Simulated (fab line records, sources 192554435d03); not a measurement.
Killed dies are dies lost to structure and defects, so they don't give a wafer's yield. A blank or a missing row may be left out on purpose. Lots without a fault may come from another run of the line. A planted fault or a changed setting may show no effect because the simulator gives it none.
Split-lot experiment | flow n5_finfet | 7 lots, 39 wafers read, on a route of 1938 steps

THE SPLIT
At N5_HKMG_FIN_HK_ALD_01 (deposits HfO2, target thk 1.6 nm, pulse time 3 s, purge time 3 s), the setting ald_cycles was moved away from the recipe's 30 on 15 of the 39 wafers read, by -50.0% to +30.0%. The other wafers ran this setting at the recipe's value.

FROM THE SPLIT TO THE READING: what the file shows between them, 4 steps
- N5_HKMG_FIN_HK_ANNEAL_02: time 30 s
- N5_HKMG_FIN_ALD_74: deposits La2O3, target thk 0.5 nm, pulse time 6 s, co reactant pulse time 1 s
- N5_HKMG_FIN_WET_ETCH_82: etches La2O3 in dHCl, stops on HfO2, target depth 2 nm, rinse time 30 s
- N5_HKMG_FIN_ALD_36: deposits TiN, target thk 1 nm, pulse time 1 s, purge time 3 s

THE READING
HK_THK, in nm, at N5_HKMG_FIN_THK_MEAS_70 (measures by xrf). Fault-free wafers of this fab line usually give 1.591 nm, standard deviation 0.018 nm.

wafer  | tool, chamber at the split | ald_cycles as run | against the recipe | HK_THK, nm | against lot-mates on the recipe
L076.1 | ald_hk-01, 0,1,1           | 39                | +30.0%             | 2.057      | +0.464
L076.2 | ald_hk-01, 3,2,2           | 30                | recipe             | 1.587      | -
L076.3 | ald_hk-01, 0,1,1           | 39                | +30.0%             | 2.037      | +0.444
L076.4 | ald_hk-01, 3,2,2           | 30                | recipe             | 1.564      | -
L076.5 | ald_hk-01, 3,2,2           | 30                | recipe             | 1.629      | -
L076.6 | ald_hk-01, 0,1,1           | 39                | +30.0%             | 2.069      | +0.476
L079.1 | ald_hk-02, 1,0,3           | 15                | -50.0%             | 0.793      | -0.781
L079.2 | ald_hk-02, 3,2,2           | 30                | recipe             | 1.570      | -
L079.3 | ald_hk-02, 1,0,3           | 15                | -50.0%             | 0.791      | -0.783
L079.4 | ald_hk-02, 3,2,2           | 30                | recipe             | 1.558      | -
L079.5 | ald_hk-02, 1,0,3           | 15                | -50.0%             | 0.800      | -0.774
L079.6 | ald_hk-02, 3,2,2           | 30                | recipe             | 1.595      | -
L083.1 | ald_hk-02, 0,1,2           | 30                | recipe             | 1.602      | -
L083.2 | ald_hk-02, 0,1,2           | 30                | recipe             | 1.578      | -
L083.4 | ald_hk-02, 0,1,2           | 30                | recipe             | 1.604      | -
L087.1 | ald_hk-01, 3,0,2           | 30                | recipe             | 1.607      | -
L087.2 | ald_hk-01, 1,2,3           | 36                | +20.0%             | 1.910      | +0.316
L087.3 | ald_hk-01, 1,2,3           | 36                | +20.0%             | 1.926      | +0.332
L087.4 | ald_hk-01, 3,0,2           | 30                | recipe             | 1.582      | -
L087.5 | ald_hk-01, 3,0,2           | 30                | recipe             | 1.594      | -
L087.6 | ald_hk-01, 1,2,3           | 36                | +20.0%             | 1.926      | +0.332
L091.1 | ald_hk-01, 0,3,3           | 30                | recipe             | 1.596      | -
L091.2 | ald_hk-01, 2,1,2           | 36                | +20.0%             | 1.910      | +0.322
L091.3 | ald_hk-01, 0,3,3           | 30                | recipe             | 1.585      | -
L091.4 | ald_hk-01, 2,1,2           | 36                | +20.0%             | 1.928      | +0.340
L091.5 | ald_hk-01, 0,3,3           | 30                | recipe             | 1.583      | -
L091.6 | ald_hk-01, 2,1,2           | 36                | +20.0%             | 1.905      | +0.317
L092.1 | ald_hk-03, 1,3,0,2,1,0     | 30                | recipe             | 1.605      | -
L092.2 | ald_hk-03, 1,3,0,2,1,0     | 30                | recipe             | 1.591      | -
L092.3 | ald_hk-03, 1,3,0,2,1,0     | 30                | recipe             | 1.593      | -
L092.4 | ald_hk-03, 1,3,0,2,1,0     | 30                | recipe             | 1.598      | -
L092.5 | ald_hk-03, 1,3,0,2,1,0     | 30                | recipe             | 1.579      | -
L092.6 | ald_hk-03, 1,3,0,2,1,0     | 30                | recipe             | 1.565      | -
L095.1 | ald_hk-02, 3,0,1           | 38                | +26.7%             | 2.052      | +0.465
L095.2 | ald_hk-02, 1,2,0           | 30                | recipe             | 1.601      | -
L095.3 | ald_hk-02, 1,2,0           | 30                | recipe             | 1.604      | -
L095.4 | ald_hk-02, 3,0,1           | 38                | +26.7%             | 2.022      | +0.435
L095.5 | ald_hk-02, 1,2,0           | 30                | recipe             | 1.556      | -
L095.6 | ald_hk-02, 3,0,1           | 38                | +26.7%             | 1.999      | +0.412
Where a row lists several chambers, the file gives one row for several wafers and doesn't say which wafer went through which chamber.

THE FIT
A straight line over all 39 wafers: HK_THK changes by +0.016 nm for each +1% of ald_cycles; r = +1.00; the points scatter about the line by 0.017 nm.
The same after taking each lot's own level away (the mean of its wafers on the recipe; 39 wafers): +0.0158 nm for each +1%; r = +1.00; scatter 0.017 nm.
On that fit, the largest move of ald_cycles shifts the reading by 0.79 nm.
The lots' own levels span 1.5743 to 1.5947 nm, that is 1.1 times the standard deviation above.
So the lot-to-lot level changes the slope little: the two slopes agree.
Check: with one of the wafers moved furthest among these (-50.0%) left out of the fit, the line predicts -0.786 nm for it against its lot-mates. It came out at -0.781 nm against them.

OTHER SPLITS ON THESE WAFERS
These wafers also went through other splits before the reading. Each is held against what the fit with the lots' levels taken away leaves over:
other split on the same wafers                 | wafers away from the commonest value | r with HK_THK (lot level and that fit taken away)
N5_PMOS_HMC_CHANNEL_EPI_HM_DEP_34 target_thk_a | 9                                    | -0.11

THE WHOLE CHAIN: every reading that the file lists as answering this split, in the file's order
step                    | what it does                                                     | reading                                                                            | change (the file's fit)               | r (the file's)
N5_HKMG_FIN_HK_ALD_01   | deposits HfO2, target thk 1.6 nm, pulse time 3 s, purge time 3 s | HfO2_of_HKMG_FIN_HK_ALD_01.thk_nm (the simulator's own value, which no gauge read) | +0.016 nm for each +1% of the setting | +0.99
N5_HKMG_FIN_THK_MEAS_70 | measures by xrf                                                  | HK_THK                                                                             | +0.0158 for each +1% of the setting   | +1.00

THE FILE'S OWN FIT
HK_THK changes by +0.0158 nm for each +1% of ald_cycles, r = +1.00.
